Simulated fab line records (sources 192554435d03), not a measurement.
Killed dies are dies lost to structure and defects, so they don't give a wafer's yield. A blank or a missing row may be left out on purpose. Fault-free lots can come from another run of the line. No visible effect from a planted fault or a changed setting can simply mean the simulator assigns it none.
fab line records	flow n5Finfet
[record] lots = 5	wafers = 15	lastDay = 16
route steps=1938 shown WELL_APT@36 PMOS_HMC_CHANNEL_EPI@57 BEOL_M4@1111 PASSIVATION@1936
lots that met no fault: from a run of the same line without faults
startH: the number of hours between the record's first day and the start of the first shown wafer of the lot	waitH: time in hours since the lot's previous step	" same as the row above	L1.1+2: a row that stands for several wafers	- no value, or no start given	* or withheld: withheld	< > ~ a bound
route shown NAME@n: names a module that has steps shown in the file, with the first one's number in the route	usual: mean and standard deviation over wafers with no fault	same: alike in all rows	chamber/n: place in a boat	sites: readings site by site	_std_site: the values' standard deviation	_edge_site: the outer-site mean with the inner-site mean subtracted	radiusMm: how far each site lies from the wafer's centre	mask NAME#n: copy n	behind: the tool/chamber that last shaped the wafer	hold: reason for holding the lot/hours on hold/outcome of the hold	device: names the non-switching transistor (n, p or np)	end of line: tests run on the same wafers once the route is complete	a step without rows: its recipe alone	killed: at the first sort, the dies lost to defects and structure; wafer yield is something else	map: per-die view of a wafer (x killed, . not killed, _ where there is no die)
set.NAME: the run value of the setting; set.NAME@STEP: its run value at that earlier step	model.NAME: the simulator's own value behind a step, which no gauge read
lots at some steps of the route; a table a step, a row a wafer
services: a tool's chamber out of use, with start hour (startH, from the record's first day; less than 0 if before it), hours out, and reason
[[steps]]
[step N5_WELL_APT_COAT_19]
[recipe] spinRpm = 1357	resistThkNm = 950
[step N5_WELL_APT_EBR_21]
[recipe] solvent = PGMEA	ebrWidthMm = 1.5
[step N5_WELL_APT_SOFTBAKE_20]
[recipe] tempC = 130	timeS = 60
[step N5_WELL_APT_EXPOSE_22]
[recipe] maskId = PWELL	na = 0.8	sourceShape = conventional	sigmaOuter = 0.8	polarization = unpolarized	defocusNm = 0	targetCdNm = 200	doseMj = 23.2
[step N5_WELL_APT_PEB_23]
[recipe] pebTempC = 130	pebTimeS = 90
[step N5_WELL_APT_DEVELOP_24]
[recipe] developTimeS = 45	rinseLiquid = surfactantRinse	dry = airSpin	devTempC = 21
[step N5_WELL_APT_HARDBAKE_29]
[recipe] tempC = 130	timeS = 120
[step N5_WELL_APT_DESCUM_30]
[recipe] chemistry = O2	timeS = 7.9	sourcePowerW = 50	biasPowerW = 20	pressureMtorr = 20	rfFrequencyHz = 2.712e+07	tempC = 40	o2FlowSccm = 225
[step N5_WELL_APT_IMPLANT_31]
[recipe] species = B	energyKev = 60	doseCm2 = 1.5e+13	tiltDeg = 0	rotationDeg = 0
[step N5_WELL_APT_IMPLANT_32]
[recipe] species = BF2	energyKev = 50	doseCm2 = 2e+13	tiltDeg = 0	rotationDeg = 0
[usual] doseIonsCm2 = 1.9999e+13/2.2e+10	faradayCurrentUA = 254/5.3
lot.wafer	tool	chamber	startH	waitH	doseIonsCm2	faradayCurrentUA
L607.2	implanter-02	0	33.36	0.1	1.4982e+13	190
L607.4	"	0	"	"	1.5002e+13	184
L607.5	"	0	"	"	1.5006e+13	192
L608.1	implanter-02	0	39.27	0.1	1.5007e+13	184
L608.3	"	0	"	"	1.5002e+13	189
L608.6	"	0	"	"	1.5023e+13	193
L609.2	implanter-02	0	46.89	0.1	1.4982e+13	192
L609.5	"	0	"	"	1.5009e+13	189
L609.6	"	0	"	"	1.4985e+13	191
L617.1	implanter-01	0	93.18	0.1	1.9987e+13	256
L617.4	"	0	"	"	1.9975e+13	249
L617.6	"	0	"	"	1.9977e+13	253
L618.2	implanter-02	0	99.61	0.1	2.0024e+13	256
L618.3	"	0	"	"	2.0029e+13	252
L618.6	"	0	"	"	1.9995e+13	251
[step N5_WELL_APT_STRIP_33]
[recipe] chemistry = SPM	timeS = 900	tempC = 130	h2so4H2o2VolRatio = 4	dry = ipaMarangoni
[step N5_WELL_APT_RTA_34]
[recipe] tempC = 1000	timeS = 10	ambient = N2	idleTempC = 600	rampUpCPerS = 150	rampDownCPerS = 60	coolToC = 600
[step N5_WELL_APT_OXIDE_STRIP_42]
[recipe] chemistry = dHF	dilution = 25:1	timeS = 45	tempC = 25	target = SiO2	targetDepthA = 120
[step N5_WELL_APT_PRECLEAN_36]
[recipe] chemistry = O3/DIW	timeS = 45	tempC = 22	o3Ppm = 10
[step N5_WELL_APT_PRECLEAN_39]
[recipe] chemistry = dHF	timeS = 60	dilution = 150:1	tempC = 25
[step N5_WELL_APT_SRD_37]
[recipe] dry = ipaMarangoni	doPpb = 5	timeS = 30	tempC = 23	rinseLiquid = diw
[step N5_WELL_APT_EPI_41]
[recipe] material = Si	targetThkA = 500	tempC = 650	precursor = SiH4/H2	pressureTorr = 20	timeS = 297.7
[step N5_PMOS_HMC_CHANNEL_EPI_HM_DEP_34]
[recipe] material = SiO2	targetThkA = 360	tempC = 400	precursor = TEOS/O2	pressureTorr = 6.5	rfW = 900	teosFlowSccm = 161.4	gas = O2	flowSccm = 2650	timeS = 6.9
[step N5_PMOS_HMC_CHANNEL_EPI_COAT_31]
[recipe] resist = BARC	tempC = 205	timeS = 60	spinRpm = 1500	resistThkNm = 66
[step N5_PMOS_HMC_CHANNEL_EPI_COAT_03]
[recipe] resist = CAR-ArF-block	spinRpm = 1500	resistThkNm = 205
[step N5_PMOS_HMC_CHANNEL_EPI_EBR_05]
[recipe] solvent = PGMEA	ebrWidthMm = 1.5
[step N5_PMOS_HMC_CHANNEL_EPI_SOFTBAKE_04]
[recipe] tempC = 110	timeS = 60	resist = CAR-ArF-block
[step N5_PMOS_HMC_CHANNEL_EPI_EXPOSE_06]
[recipe] maskId = PMOS_HMC_BLK	na = 1.35	sourceShape = conventional	sigmaOuter = 0.8	polarization = unpolarized	targetCdNm = 240	doseMj = 41
[step N5_PMOS_HMC_CHANNEL_EPI_PEB_07]
[recipe] pebTempC = 110	pebTimeS = 60	resist = CAR-ArF-block
[step N5_PMOS_HMC_CHANNEL_EPI_DEVELOP_08]
[recipe] developTimeS = 30	developer = TMAH	resist = CAR-ArF-block	devTempC = 23	rinseLiquid = diw	dry = airSpin
[step N5_PMOS_HMC_CHANNEL_EPI_DESCUM_14]
[recipe] chemistry = O2	timeS = 7.9	sourcePowerW = 50	biasPowerW = 20	pressureMtorr = 20	rfFrequencyHz = 2.712e+07	tempC = 40	resist = CAR-ArF-block	o2FlowSccm = 225
[step N5_PMOS_HMC_CHANNEL_EPI_ETCH_32]
[recipe] chemistry = N2/H2	target = BARC	stopOn = SiO2	targetDepthA = 858	overEtchFrac = 0.3	timeS = 50.3	ionEnergyEv = 200	maskMaterial = CAR-ArF-block	pressureMtorr = 30	sourceW = 840	biasW = 150	n2FlowSccm = 200	h2FlowSccm = 200
[step N5_PMOS_HMC_CHANNEL_EPI_HM_OPEN_15]
[recipe] chemistry = CHF3/O2	target = SiO2	maskMaterial = CAR-ArF-block	targetDepthA = 406	CHF3_flow_sccm = 50	O2_flow_sccm = 5	Ar_flow_sccm = 200	timeS = 20.3	pressureMtorr = 30	sourceW = 650	biasW = 170	ionEnergyEv = 200
[step N5_PMOS_HMC_CHANNEL_EPI_STRIP_33]
[recipe] chemistry = N2/H2	powerW = 500	tempC = 40	pressureMtorr = 50	rfFrequencyHz = 6e+07	overashFraction = 0.3	biasPowerW = 8	h2Frac = 0.5	n2FlowSccm = 300	h2FlowSccm = 300
[step N5_PMOS_HMC_CHANNEL_EPI_STRIP_17]
[recipe] chemistry = SPM	timeS = 750	tempC = 130	h2so4H2o2VolRatio = 4	dry = ipaMarangoni
[step N5_PMOS_HMC_CHANNEL_EPI_ETCH_38]
[recipe] chemistry = CF4	target = SiO2	targetDepthA = 15	ionEnergyEv = 350	pressureMtorr = 10	icpW = 800	biasW = 400	cf4FlowSccm = 80
[step N5_PMOS_HMC_CHANNEL_EPI_FIN_RECESS_16]
[recipe] chemistry = HBr/Cl2	target = Si	maskMaterial = SiO2	targetDepthA = 540	timeS = 18	pressureMtorr = 10	icpW = 800	biasW = 75	HBr_flow_sccm = 150	Cl2_flow_sccm = 80
[step N5_PMOS_HMC_CHANNEL_EPI_PRECLEAN_36]
[recipe] chemistry = O3/DIW	timeS = 45	tempC = 22	o3Ppm = 10
[step N5_PMOS_HMC_CHANNEL_EPI_PRECLEAN_18]
[recipe] chemistry = DHF	timeS = 30	tempC = 25	dilution = withheld
[step N5_PMOS_HMC_CHANNEL_EPI_SRD_19]
[recipe] dry = ipaMarangoni	doPpb = 5	timeS = 30	tempC = 23	rinseLiquid = diw
[step N5_BEOL_M4_RC_MEAS_101]
[usual] CJ_N = 4.37/0.084	DIBL_N = 35.7/1.5	DIBL_P = 35.7/2	IOFF_N = 0.155/0.026	IOFF_P = 0.20/0.031	ION_N = 675/11	ION_P = 462/7.1	SS_N = 71.3/0.57	SS_P = 73.1/0.56	VT_N = 250/3	VT_P = -251/3
lot.wafer	tool	chamber	startH	waitH	CJ_N	DIBL_N[mV/V]	DIBL_P[mV/V]	IOFF_N[nA/um]	IOFF_P[nA/um]	ION_N[uA/um]	ION_P[uA/um]	SS_N[mV/dec]	SS_P[mV/dec]	VT_N[mV]	VT_P[mV]
L607.2	prober-01	0	195.33	0.2	3.69	38.1	37.7	0.202	0.27	699	470	72.5	73.8	247	-247
L607.4	"	0	"	"	3.83	37.0	35.2	0.165	0.23	671	464	73.0	73.1	251	-247
L607.5	"	0	"	"	3.78	34.2	32.2	0.130	0.18	666	457	71.0	72.2	251	-252
L609.2	prober-01	0	198.56	0.2	3.88	39.0	36.2	0.228	0.20	662	448	73.4	73.6	249	-252
L609.5	"	0	"	"	3.75	35.2	35.7	0.167	0.22	674	464	71.6	72.9	246	-250
L609.6	"	0	"	"	3.90	36.4	35.3	0.180	0.19	674	451	71.8	73.2	249	-251
L608.1	prober-02	0	198.90	0.0	3.67	35.7	33.2	0.156	0.18	671	456	71.5	72.1	249	-253
L608.3	"	0	"	"	3.63	36.1	33.9	0.154	0.19	683	467	71.3	73.2	251	-251
L608.6	"	0	"	"	3.81	37.2	34.5	0.189	0.21	703	469	72.3	72.5	245	-247
L617.1	prober-02	0	255.81	0.0	4.32	37.1	37.3	0.178	0.22	680	463	71.2	72.8	250	-251
L617.4	"	0	"	"	4.25	37.3	36.9	0.163	0.21	667	460	72.1	73.0	251	-252
L617.6	"	0	"	"	4.40	37.5	37.2	0.184	0.21	684	460	71.9	73.3	248	-253
L618.2	prober-02	0	267.79	0.2	4.40	36.0	36.6	0.160	0.20	685	466	71.1	72.7	250	-255
L618.3	"	0	"	"	4.28	36.8	38.3	0.181	0.24	685	469	71.4	73.9	247	-249
L618.6	"	0	"	"	4.42	36.5	37.4	0.172	0.21	683	464	71.3	73.3	247	-251
[step N5_PASSIVATION_PROBE_49]
[usual] defectLimitedYield = 91.4/1.5	killed_at_M0_to_M3 = 34/10	killed_at_M4_up = 15/6	killedAtContacts = 12/6	killedAtFrontEnd = 37/11	killedAtOther = 3.3/2.8	killedDies = 101/18	killedOpen = 66/14	killedShort = 33/7.8	sort_bin_5_function = 5.0/0.97	sort_bin_6_memory = 3.2/0.72	sort_bin_8_speed = 0.00/0.01	sortNPass = 1079/18	sortYieldPct = 91.4/1.5
[same] grossDies = 1180	killedAtBackSide = 0	sort_bin_4_leakage[%] = 0
lot.wafer	tool	chamber	startH	waitH	defectLimitedYield[%]	killed_at_M0_to_M3	killed_at_M4_up	killedAtContacts	killedAtFrontEnd	killedAtOther	killedDies	killedOpen	killedShort	sort_bin_5_function[%]	sort_bin_6_memory[%]	sort_bin_8_speed[%]	sortNPass	sortYieldPct[%]
L609.2	prober-02	-	304.31	0.1	92.1	23	11	11	37	11	93	59	34	4.5	3.4	0	1087	92.1
L609.5	prober-02	-	304.46	0.2	91.4	45	10	15	23	9	102	67	35	5.0	3.2	0	1078	91.4
L609.6	prober-02	-	304.51	0.3	92.6	33	20	7	22	5	87	57	29	3.6	3.6	0	1093	92.6
L608.1	prober-02	-	306.55	0.0	89.4	48	12	16	43	6	125	76	49	6.5	3.9	0	1055	89.4
L608.3	prober-02	-	306.65	0.1	90.8	33	15	16	45	0	109	76	31	5.8	3.1	0	1071	90.8
L608.6	prober-02	-	306.80	0.3	93.3	28	12	20	17	2	79	46	32	4.0	2.7	0	1101	93.3
L617.1	prober-01	-	363.85	0.0	91.4	23	7	16	55	0	101	71	27	5.3	2.8	0	1079	91.4
L617.4	prober-01	-	364.00	0.2	90.8	35	9	23	41	0	108	80	28	6.0	2.9	0	1072	90.8
L617.6	prober-01	-	364.10	0.3	90.3	27	19	20	48	0	114	76	35	6.3	3.1	0	1066	90.3
L618.2	prober-02	-	386.50	0.1	91.6	38	16	11	32	2	99	64	33	5.3	2.8	0	1081	91.6
L618.3	prober-02	-	386.55	0.1	91.1	45	24	12	20	4	105	70	32	5.4	3.2	0	1075	91.1
L618.6	prober-02	-	386.70	0.3	92.6	33	19	5	28	2	87	57	24	4.1	2.5	0	1093	92.6
// killed by level:class
L609.2 MOL_CONTACT_COAG:geometricParticle:open=10 STI_FIN_REVEAL:geometricParticle:open=7 BEOL_M3:geometricParticle:open=6 MIM_TOP_ETCH:geometricParticle:short=6 BEOL_M1:geometricParticle:open=5 BEOL_M2:geometricParticle:open=5 FIN_SAQP:geometricParticle:short=4 FIN_SAQP:geometricParticle:open=4
L609.5 BEOL_M2:geometricParticle:open=15 MOL_CONTACT_COAG:geometricParticle:open=9 BEOL_M3:geometricParticle:open=8 BEOL_M1:geometricParticle:open=7 FIN_SAQP:geometricParticle:short=6 MOL_CONTACT_COAG:geometricParticle:short=6 BEOL_M0_SAQP:geometricParticle:open=5 FIN_SAQP:geometricParticle:open=4
L609.6 BEOL_M2:geometricParticle:open=10 BEOL_M4:geometricParticle:open=8 FIN_SAQP:geometricParticle:open=7 BEOL_M1:geometricParticle:open=5 STI_FIN_REVEAL:geometricParticle:open=4 GATE_CUT:geometricParticle:short=4 MOL_CONTACT_COAG:geometricParticle:short=4 BEOL_M0_SAQP:geometricParticle:short=4
L608.1 BEOL_M1:geometricParticle:open=12 STI_FIN_REVEAL:geometricParticle:open=11 MOL_CONTACT_COAG:geometricParticle:open=11 BEOL_M2:geometricParticle:open=10 FIN_SAQP:geometricParticle:open=8 BEOL_M2:geometricParticle:short=8 FIN_SAQP:geometricParticle:short=6 BEOL_M0_SAQP:geometricParticle:open=5
L608.3 MOL_CONTACT_COAG:geometricParticle:open=12 FIN_SAQP:geometricParticle:open=11 STI_FIN_REVEAL:geometricParticle:open=11 BEOL_M2:geometricParticle:open=10 BEOL_M0_SAQP:geometricParticle:short=7 BEOL_M0_SAQP:geometricParticle:open=7 BEOL_M6:geometricParticle:open=5 ILD0:geometricParticle:short=4
L608.6 MOL_CONTACT_COAG:geometricParticle:open=13 MOL_CONTACT_COAG:geometricParticle:short=7 BEOL_M2:geometricParticle:open=6 BEOL_M0:geometricParticle:short=5 STI_FIN_REVEAL:geometricParticle:open=4 BEOL_M0_SAQP:geometricParticle:open=4 BEOL_M2:geometricParticle:short=4 BEOL_M0_SAQP:geometricParticle:short=3
L617.1 STI_FIN_REVEAL:geometricParticle:open=14 MOL_CONTACT_COAG:geometricParticle:open=14 FIN_SAQP:geometricParticle:open=9 BEOL_M3:geometricParticle:open=8 FIN_SAQP:geometricParticle:short=7 GATE_CUT:geometricParticle:short=5 BEOL_M0_SAQP:geometricParticle:short=5 DUMMY_GATE:geometricParticle:open=4
L617.4 MOL_CONTACT_COAG:geometricParticle:open=17 BEOL_M2:geometricParticle:open=14 STI_FIN_REVEAL:geometricParticle:open=12 BEOL_M3:geometricParticle:open=8 FIN_SAQP:geometricParticle:open=6 GATE_CUT:geometricParticle:short=6 MOL_CONTACT_COAG:geometricParticle:short=6 GATE_CUT:geometricParticle:open=5
L617.6 FIN_SAQP:geometricParticle:short=14 MOL_CONTACT_COAG:geometricParticle:open=14 STI_FIN_REVEAL:geometricParticle:open=12 FIN_SAQP:geometricParticle:open=10 BEOL_M0_SAQP:geometricParticle:open=8 MOL_CONTACT_COAG:geometricParticle:short=6 BEOL_M1:geometricParticle:open=5 BEOL_M4:geometricParticle:open=5
L618.2 FIN_SAQP:geometricParticle:open=11 BEOL_M2:geometricParticle:open=11 MOL_CONTACT_COAG:geometricParticle:open=9 FIN_SAQP:geometricParticle:short=8 BEOL_M0_SAQP:geometricParticle:open=8 BEOL_M3:geometricParticle:open=8 BEOL_M4:geometricParticle:open=7 BEOL_M0_SAQP:geometricParticle:short=5
L618.3 BEOL_M4:geometricParticle:open=14 BEOL_M2:geometricParticle:open=11 MOL_CONTACT_COAG:geometricParticle:open=10 BEOL_M0_SAQP:geometricParticle:short=10 BEOL_M0_SAQP:geometricParticle:open=9 BEOL_M1:geometricParticle:open=6 GATE_CUT:geometricParticle:open=4 BEOL_M2:geometricParticle:short=4
L618.6 BEOL_M2:geometricParticle:open=18 BEOL_M5:geometricParticle:open=7 BEOL_M0_SAQP:geometricParticle:short=5 BEOL_M0_SAQP:geometricParticle:open=4 BEOL_M4:geometricParticle:open=4 STARTING-WAFER:geometricParticle:open=4 HKMG_FIN:areaEtch=4 GATE_CUT:geometricParticle:short=3
[[services]]
tool	chamber	startH	hours	kind
implanter-02	-	60.19	0.7	repair
implanter-02	-	79.74	3.0	repair
[[key]]
[firstSign] step = N5_WELL_APT_IMPLANT_32	reading = doseIonsCm2	direction = down	sigmas = 99+	usual = 1.9999e+13	struck = 1.5e+13
[effect] step = N5_WELL_APT_IMPLANT_32	reading = faradayCurrentUA	direction = down	sigmas = 12	usual = 254	struck = 189
[effect] step = N5_BEOL_M4_RC_MEAS_101	reading = CJ_N	direction = down	sigmas = 7	usual = 4.37	struck = 3.77
metAt N5_WELL_APT_IMPLANT_32
struckWafers L607.2,L607.4,L607.5,L608.1,L608.3,L608.6,L609.2,L609.5,L609.6
[fault] kind = processParameterDrift	tool = implanter-02	chamber = -	onsetH = 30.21	steps = N5_WELL_APT_IMPLANT_32	channel = doseCm2	offset = -5.0197e+12	shape = step	endH = 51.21	actsIn = theseRecipesOnly	stated = 2e+13
